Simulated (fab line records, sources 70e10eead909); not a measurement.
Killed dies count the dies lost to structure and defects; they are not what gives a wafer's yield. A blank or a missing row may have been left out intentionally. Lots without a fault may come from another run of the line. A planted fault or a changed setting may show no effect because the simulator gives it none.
Chamber matching -- flow nand_harc -- NHARC_A_CONTACT_ETCH_102 on rie_diel-05: 4 sister chambers
The step etches the open film in CF4/O2, target depth 70 nm, overetch 7 nm, time 38.5 s. 4 wafers are shown with their chamber, then 11 later ones without.

WAFERS, EACH WITH ITS CHAMBER
wafer,chamber,oes_product_au (a.u.)
L081.5,2,0.990
L083.3,0,0.999
L083.4,3,1.028
L086.3,1,1.011

WAFERS WITH NO CHAMBER GIVEN
wafer,oes_product_au (a.u.)
L086.4,1.019
L086.6,1.006
L091.2,1.004
L091.3,0.988
L091.4,1.015
L092.1,0.995
L092.2,0.997
L092.5,1.006
L095.2,1.004
L095.4,0.982
L095.6,1.025

THE CHAMBER EACH PASSED THROUGH
wafer,from the rows above,in truth
L086.4,can't be placed: 1 or 3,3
L086.6,can't be placed: 1 or 0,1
L091.2,can't be placed: 0 or 1 or 2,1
L091.3,can't be placed: 2 or 0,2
L091.4,can't be placed: 1 or 3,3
L092.1,can't be placed: 0 or 2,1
L092.2,can't be placed: 0 or 2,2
L092.5,can't be placed: 1 or 0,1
L095.2,can't be placed: 0 or 1 or 2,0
L095.4,can't be placed: 2 or 0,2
L095.6,3,3
Correctly placed: 1 of 11. These rows do not allow placing 10 (true chamber among the candidates in 9). Wrongly placed: 0.
How it was worked out, from the rows above alone: a wafer's distance from a chamber is the root of the sum, over the readings, of the square of ((its reading less the chamber's mean) divided by the reading's scatter). If the next closest chamber is less than 2 further off than the closest, the wafer can't be placed; otherwise it belongs to the closest. Each chamber's mean is taken over the wafers shown for it. The scatter: root of mean squared gap, hidden wafer to nearest shown wafer, with one shown wafer a chamber.
